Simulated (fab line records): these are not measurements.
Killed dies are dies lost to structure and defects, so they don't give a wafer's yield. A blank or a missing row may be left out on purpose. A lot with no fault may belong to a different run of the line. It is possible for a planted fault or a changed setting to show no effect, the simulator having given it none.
What tool caused it? :: flow n5Finfet :: Sampling: 7 lots, 21 wafers, 5 of 1938 route steps

WHAT EACH GAUGE READ, for each wafer
N5_BEOL_M7_CD_MEAS_11: the cd target is 38.5 nm.
lot: L913
measured: day 10 17:44
on: cdSem-03
cdNm (nm): 38.4 39.0 38.9

lot: L924
measured: day 14 05:19
on: cdSem-02
cdNm (nm): 38.5 38.5 38.6

lot: L926
measured: day 15 04:48
on: cdSem-02
cdNm (nm): 31.9 32.6 32.3

lot: L929
measured: day 15 07:25
on: cdSem-01
cdNm (nm): 38.4 38.9 39.3

lot: L930
measured: day 15 11:29
on: cdSem-03
cdNm (nm): 33.3 33.3 33.6

lot: L918
measured: day 16 14:38
on: cdSem-01
cdNm (nm): 38.0 38.4 37.8

lot: L936
measured: day 16 15:20
on: cdSem-02
cdNm (nm): 38.8 38.6 38.0

WHAT TOOL EACH LOT RAN ON (gives the tool, then ch and the chambers of the sampled wafers, and finally the start)
lot: L913
N5_BEOL_M6_DEP_56: pecvd-03 ch 0,1, day 10 15:11
N5_BEOL_M7_ILD_DEP_00: pecvd-04 ch 0,1,2, day 10 15:19
N5_BEOL_M7_PECVD_70: pecvd-04 ch 0,1, day 10 15:56
N5_BEOL_M7_EXPOSE_08: arfiScanner-03 ch 0, day 10 17:37

lot: L924
N5_BEOL_M6_DEP_56: pecvd-01 ch 1,2, day 14 01:13
N5_BEOL_M7_ILD_DEP_00: pecvd-01 ch 1,2, day 14 01:22
N5_BEOL_M7_PECVD_70: pecvd-03 ch 0,2, day 14 02:30
N5_BEOL_M7_EXPOSE_08: arfiScanner-03 ch 0, day 14 05:11

lot: L926
N5_BEOL_M6_DEP_56: pecvd-03 ch 1,2, day 15 01:02
N5_BEOL_M7_ILD_DEP_00: pecvd-04 ch 0,1, day 15 01:10
N5_BEOL_M7_PECVD_70: pecvd-04 ch 1,2, day 15 02:08
N5_BEOL_M7_EXPOSE_08: arfiScanner-03 ch 0, day 15 04:41

lot: L929
N5_BEOL_M6_DEP_56: pecvd-02 ch 0,2, day 15 04:29
N5_BEOL_M7_ILD_DEP_00: pecvd-04 ch 0,2, day 15 04:37
N5_BEOL_M7_PECVD_70: pecvd-03 ch 0,2, day 15 05:27
N5_BEOL_M7_EXPOSE_08: arfiScanner-02 ch 0, day 15 07:18

lot: L930
N5_BEOL_M6_DEP_56: pecvd-03 ch 0,1, day 15 09:11
N5_BEOL_M7_ILD_DEP_00: pecvd-01 ch 0,2, day 15 09:19
N5_BEOL_M7_PECVD_70: pecvd-01 ch 0,2, day 15 09:56
N5_BEOL_M7_EXPOSE_08: arfiScanner-03 ch 0, day 15 11:22

lot: L918
N5_BEOL_M6_DEP_56: pecvd-01 ch 0,1,2, day 16 12:22
N5_BEOL_M7_ILD_DEP_00: pecvd-04 ch 1,2, day 16 12:31
N5_BEOL_M7_PECVD_70: pecvd-01 ch 0,1, day 16 13:07
N5_BEOL_M7_EXPOSE_08: arfiScanner-02 ch 0, day 16 14:30

lot: L936
N5_BEOL_M6_DEP_56: pecvd-02 ch 0,1,2, day 16 12:47
N5_BEOL_M7_ILD_DEP_00: pecvd-04 ch 0,1,2, day 16 12:55
N5_BEOL_M7_PECVD_70: pecvd-03 ch 0,1,2, day 16 13:36
N5_BEOL_M7_EXPOSE_08: arfiScanner-02 ch 0, day 16 15:13
- N5_BEOL_M6_DEP_56: deposits SiCN from 3MS/NH3, target thk 10 nm, time 17.5 s.
- N5_BEOL_M7_ILD_DEP_00: deposits SiCOH lowk from DEMS/porogen, target thk 179.75 nm, time 33.4 s.
- N5_BEOL_M7_PECVD_70: deposits SiO2 from TEOS/O2, target thk 20 nm, time 22.7 s.
- N5_BEOL_M7_EXPOSE_08: exposes mask M7.

THE ANSWER, worked out from the rows above alone
Rule: the usual values come from the lots themselves. The widest of any qualifying gaps counts: lots, ordered by their means at a reading, are off when they make up no more than a third of the lots, leave a main group of 4 or more, and stand apart from it by 3 or more times the standard deviation of that group's means. A main group is skipped when, at the precision printed for the reading in the tables above, its means are all equal. Also off: a lot with no number at a reading for which 4 or more lots have one. All remaining lots with rows at the step are treated as sound.
Off at N5_BEOL_M7_CD_MEAS_11 (cdNm): L926, L930. Mean 38.5 nm and standard deviation 0.28 in the main group.
A tool fits if, at a process step before that reading, it ran every lot that is off, and no sound lot after the first of them. Gauges at N5_BEOL_M7_CD_MEAS_11: tried the same way as those tools. Can't be told from this: 2 tools fit, pecvd-03 at N5_BEOL_M6_DEP_56, arfiScanner-03 at N5_BEOL_M7_EXPOSE_08.

WHAT THE SIMULATOR HAD PUT IN
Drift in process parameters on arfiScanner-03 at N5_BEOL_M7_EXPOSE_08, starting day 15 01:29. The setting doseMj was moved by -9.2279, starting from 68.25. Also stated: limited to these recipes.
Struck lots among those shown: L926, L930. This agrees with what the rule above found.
